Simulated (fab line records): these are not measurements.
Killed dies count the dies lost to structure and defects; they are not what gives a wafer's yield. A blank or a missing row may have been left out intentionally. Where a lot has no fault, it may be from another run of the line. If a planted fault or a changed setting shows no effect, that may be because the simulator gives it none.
Which of the tools did it? + flow nand harc + Sampling: 13 lots, 39 wafers, 5 of 1302 route steps

WHAT THE GAUGES SHOWED, per wafer
NHARC_END_SORT_01. Usual: killed at array 52, standard deviation 17; killed at other 0.9, standard deviation 1.2; killed at periphery 3.9, standard deviation 2.7; killed dies 57, standard deviation 16; killed open 3.3, standard deviation 1.9; killed short 2.5, standard deviation 1.5.
| lot  | measured     | on        | killed at array | killed at other | killed at periphery | killed dies | killed open | killed short | flag |
|------|--------------|-----------|-----------------|-----------------|---------------------|-------------|-------------|--------------|------|
| L595 | day 31 00:43 | prober-01 | 42 54 39        | 2 1 0           | 4 6 3               | 48 61 42    | 3 6 3       | 5 2 0        |      |
| L598 | day 32 21:14 | prober-01 | 81 62 79        | 1 1 0           | 595 614 598         | 677 677 677 | 1 5 4       | 4 1 3        | OFF  |
| L599 | day 34 14:02 | prober-02 | 42 44 40        | 0 0 0           | 635 633 637         | 677 677 677 | 1 1 3       | 3 2 1        | OFF  |

WHICH TOOL RAN EACH LOT (tool, then ch and the chambers of the sampled wafers, then the start)
| lot  | NHARC_P_CONTACT_DEP_00                     | NHARC_P_CONTACT_CMP_01        | NHARC_P_CONTACT_ETCH_36            | NHARC_P_CONTACT_DEGAS_38     |
|------|--------------------------------------------|-------------------------------|------------------------------------|------------------------------|
| L580 | pecvd-02 ch 0,1,2, day 6 07:06 or earlier  | cmp-04 ch 0,1,2, day 6 07:06  | rie diel-09 ch 0,1, day 6 08:20    | pvd sputter-02, day 6 09:43  |
| L583 | pecvd-01 ch 0,1, day 7 16:22 or earlier    | cmp-01 ch 1,2,3, day 7 16:22  | rie diel-05 ch 0,1,3, day 7 17:37  | pvd sputter-02, day 7 18:58  |
| L585 | pecvd-02 ch 0,2, day 8 09:34 or earlier    | cmp-02 ch 0,1,3, day 8 09:34  | rie diel-09 ch 0,2, day 8 10:45    | pvd sputter-01, day 8 12:10  |
| L586 | pecvd-02 ch 0,1,2, day 8 19:25 or earlier  | cmp-04 ch 1,2, day 8 19:25    | rie diel-12 ch 0,3, day 8 20:37    | pvd sputter-02, day 8 22:02  |
| L587 | pecvd-03 ch 1,2, day 9 11:17 or earlier    | cmp-02 ch 0,1,3, day 9 11:17  | rie diel-12 ch 1,2,3, day 9 12:22  | pvd sputter-02, day 9 13:43  |
| L589 | pecvd-01 ch 0,1,2, day 10 13:28 or earlier | cmp-01 ch 0,1,2, day 10 13:28 | rie diel-09 ch 0,1,3, day 10 14:42 | pvd sputter-03, day 10 16:02 |
| L591 | pecvd-01 ch 1,2, day 10 22:11 or earlier   | cmp-02 ch 1,3, day 10 22:11   | rie diel-05 ch 1,2, day 10 23:20   | pvd sputter-01, day 11 00:46 |
| L595 | pecvd-02 ch 0,1,2, day 12 15:08 or earlier | cmp-04 ch 1,2,3, day 12 15:08 | rie diel-09 ch 2,3, day 12 16:17   | pvd sputter-01, day 12 17:41 |
| L598 | pecvd-01 ch 0,2, day 13 18:19 or earlier   | cmp-04 ch 0,2,3, day 13 18:19 | rie diel-12 ch 1,2,3, day 13 19:25 | pvd sputter-02, day 13 20:50 |
| L600 | pecvd-02 ch 1,2, day 14 12:10 or earlier   | cmp-02 ch 2,3, day 14 12:10   | rie diel-12 ch 0,2, day 14 13:23   | pvd sputter-01, day 14 15:14 |
| L599 | pecvd-01 ch 0,1,2, day 14 13:22 or earlier | cmp-04 ch 0,2,3, day 14 13:22 | rie diel-09 ch 1,3, day 14 17:35   | pvd sputter-02, day 14 19:07 |
| L601 | pecvd-01 ch 0,2, day 15 03:26 or earlier   | cmp-02 ch 0,1,2, day 15 03:26 | rie diel-05 ch 0,2,3, day 15 04:38 | pvd sputter-01, day 15 06:03 |
| L602 | pecvd-02 ch 0,1,2, day 15 19:32 or earlier | cmp-01 ch 0,1,3, day 15 19:32 | rie diel-05 ch 0,3, day 15 20:41   | pvd sputter-01, day 15 22:04 |
- NHARC_P_CONTACT_DEP_00: deposits SiO2, target thk 500 nm.
- NHARC_P_CONTACT_CMP_01: polishes SiO2, target thk 200 nm.
- NHARC_P_CONTACT_ETCH_36: etches the open film in N2/H2, target depth 260 nm, time 406.25 s.
- NHARC_P_CONTACT_DEGAS_38: time 60 s.

AS READ BY THE TOOLS THEMSELVES (means over the sampled wafers that have a number; for cases with no such wafer, the mark the record gives instead)
NHARC_P_CONTACT_DEP_00. Usual: chamber pressure Torr 6.499 Torr, standard deviation 0.015; heater power w 550 W, standard deviation 120; throttle valve pct 15.7 %, standard deviation 0.52.
| lot  | tool     | chamber pressure Torr (Torr) | heater power w (W) | throttle valve pct (%) | flag |
|------|----------|------------------------------|--------------------|------------------------|------|
| L580 | pecvd-02 | 6.487                        | 594                | 15.9                   |      |
| L583 | pecvd-01 | 6.521                        | 602                | 15.4                   |      |
| L585 | pecvd-02 | 6.494                        | 662                | 16.3                   |      |
| L586 | pecvd-02 | 6.500                        | 523                | 15.9                   |      |
| L587 | pecvd-03 | 6.503                        | 642                | 15.8                   |      |
| L589 | pecvd-01 | 6.497                        | 565                | 15.3                   |      |
| L591 | pecvd-01 | 6.491                        | 483                | 15.4                   |      |
| L595 | pecvd-02 | 6.510                        | 544                | 16.0                   |      |
| L598 | pecvd-01 | 6.497                        | 497                | 15.2                   |      |
| L600 | pecvd-02 | 6.501                        | 454                | 16.2                   |      |
| L599 | pecvd-01 | 6.504                        | 537                | 15.2                   |      |
| L601 | pecvd-01 | 6.512                        | 480                | 15.2                   |      |
| L602 | pecvd-02 | 6.499                        | 527                | 16.2                   |      |

NHARC_P_CONTACT_CMP_01. Usual: edge zone pressure frac 1.000, standard deviation 0.0045; motor current A 11.9 A, standard deviation 1.2.
| lot  | tool   | edge zone pressure frac | motor current A (A) | flag |
|------|--------|-------------------------|---------------------|------|
| L580 | cmp-04 | 1.000                   | 11.1                |      |
| L583 | cmp-01 | 0.996                   | 12.1                |      |
| L585 | cmp-02 | 1.002                   | 13.4                |      |
| L586 | cmp-04 | 0.996                   | 11.9                |      |
| L587 | cmp-02 | 1.002                   | 13.2                |      |
| L589 | cmp-01 | 1.000                   | 12.0                |      |
| L591 | cmp-02 | 1.006                   | 13.4                |      |
| L595 | cmp-04 | 0.999                   | 11.6                |      |
| L598 | cmp-04 | 1.002                   | 10.4                |      |
| L600 | cmp-02 | 0.998                   | 12.8                |      |
| L599 | cmp-04 | 0.999                   | 10.9                |      |
| L601 | cmp-02 | 0.995                   | 12.5                |      |
| L602 | cmp-01 | 0.997                   | 11.4                |      |

NHARC_P_CONTACT_ETCH_36. Usual: bias w 150.0 W, standard deviation 0.49; chamber pressure mTorr 30.001 mTorr, standard deviation 0.029; drypump motor current A 5.6 A, standard deviation 0.46; n2 flow sccm 150.0 sccm, standard deviation 0.49; oes product au 0.999 a.u., standard deviation 0.011; rf vpp V 431.2 V, standard deviation 2.2; showerhead plenum p Torr 2.07 Torr, standard deviation 0.079; throttle valve pct 14.170 %, standard deviation 0.0086.
| lot  | tool        | bias w (W) | chamber pressure mTorr (mTorr) | drypump motor current A (A) | n2 flow sccm (sccm) | oes product au (a.u.) | rf vpp V (V) | showerhead plenum p Torr (Torr) | throttle valve pct (%) | flag |
|------|-------------|------------|--------------------------------|-----------------------------|---------------------|-----------------------|--------------|---------------------------------|------------------------|------|
| L580 | rie diel-09 | 149.8      | 30.011                         | 5.2                         | 150.1               | 1.005                 | 430.6        | 2.05                            | 14.172                 |      |
| L583 | rie diel-05 | 150.1      | 29.981                         | 5.9                         | 150.1               | 1.005                 | 431.0        | 2.07                            | 14.163                 |      |
| L585 | rie diel-09 | 150.1      | 30.013                         | 5.1                         | 150.0               | 0.996                 | 428.4        | 1.95                            | 14.171                 |      |
| L586 | rie diel-12 | 150.4      | 30.006                         | 5.2                         | 150.7               | 0.991                 | 431.9        | 2.10                            | 14.168                 |      |
| L587 | rie diel-12 | 149.6      | 30.001                         | 5.3                         | 150.2               | 1.004                 | 431.7        | 2.07                            | 14.160                 |      |
| L589 | rie diel-09 | 150.0      | 30.002                         | 5.5                         | 149.8               | 1.000                 | 430.9        | 2.06                            | 14.174                 |      |
| L591 | rie diel-05 | 149.8      | 29.984                         | 6.1                         | 150.1               | 1.001                 | 432.4        | 2.11                            | 14.167                 |      |
| L595 | rie diel-09 | 149.6      | 30.025                         | 5.4                         | 149.5               | 0.979                 | 428.5        | 1.96                            | 14.170                 |      |
| L598 | rie diel-12 | -          | -                              | -                           | -                   | -                     | -            | -                               | -                      | OFF  |
| L600 | rie diel-12 | -          | -                              | -                           | -                   | -                     | -            | -                               | -                      | OFF  |
| L599 | rie diel-09 | -          | -                              | -                           | -                   | -                     | -            | -                               | -                      | OFF  |
| L601 | rie diel-05 | 149.7      | 29.985                         | 5.8                         | 150.3               | 0.997                 | 432.2        | 2.11                            | 14.174                 |      |
| L602 | rie diel-05 | 150.3      | 30.026                         | 5.8                         | 149.8               | 1.003                 | 429.3        | 2.03                            | 14.165                 |      |

NHARC_P_CONTACT_DEGAS_38. Usual: heater power w at 468 W, with a standard deviation of 53.
| lot  | tool           | heater power w (W) | flag |
|------|----------------|--------------------|------|
| L580 | pvd sputter-02 | 451                |      |
| L583 | pvd sputter-02 | 438                |      |
| L585 | pvd sputter-01 | 491                |      |
| L586 | pvd sputter-02 | 436                |      |
| L587 | pvd sputter-02 | 447                |      |
| L589 | pvd sputter-03 | 481                |      |
| L591 | pvd sputter-01 | 439                |      |
| L595 | pvd sputter-01 | 434                |      |
| L598 | pvd sputter-02 | 453                |      |
| L600 | pvd sputter-01 | 583                |      |
| L599 | pvd sputter-02 | 459                |      |
| L601 | pvd sputter-01 | 468                |      |
| L602 | pvd sputter-01 | 552                |      |

THE ANSWER, worked out from the rows above alone
Rule: lot off if the mean of its wafers having a number is beyond 3 standard deviations from the usual mean. A lot without any number at a reading at which 4 lots or more have one is off too. The other lots that the step has rows for count as sound. Order of review: gauges by route order, followed by the tools' own readings, for which a lot's mean as printed above is used. The first step at which some lot is off is used, and at that step the reading that is off furthest; a lot without a number counts as furthest.
Off: L598, L599, at NHARC_END_SORT_01 (killed at periphery). Neither off nor sound, because the step has no rows for them: L580, L583, L585, L586, L587, L589, L591, L600, L601, L602.
A tool fits if, at a process step before that reading, it ran every lot that is off, and no sound lot after the first of them. Not tried: the gauges at NHARC_END_SORT_01; whatever is off there is also off at NHARC_P_CONTACT_ETCH_36, on other tools, and gauge error can't account for it. Because NHARC_P_CONTACT_DEP_00 lacks a start for some lots, the hours and order of its lots are taken from NHARC_P_CONTACT_CMP_01. Can't be told from this: 3 tools fit, pecvd-01 at NHARC_P_CONTACT_DEP_00, cmp-04 at NHARC_P_CONTACT_CMP_01, pvd sputter-02 at NHARC_P_CONTACT_DEGAS_38.

WHAT WAS PUT IN BY THE SIMULATOR
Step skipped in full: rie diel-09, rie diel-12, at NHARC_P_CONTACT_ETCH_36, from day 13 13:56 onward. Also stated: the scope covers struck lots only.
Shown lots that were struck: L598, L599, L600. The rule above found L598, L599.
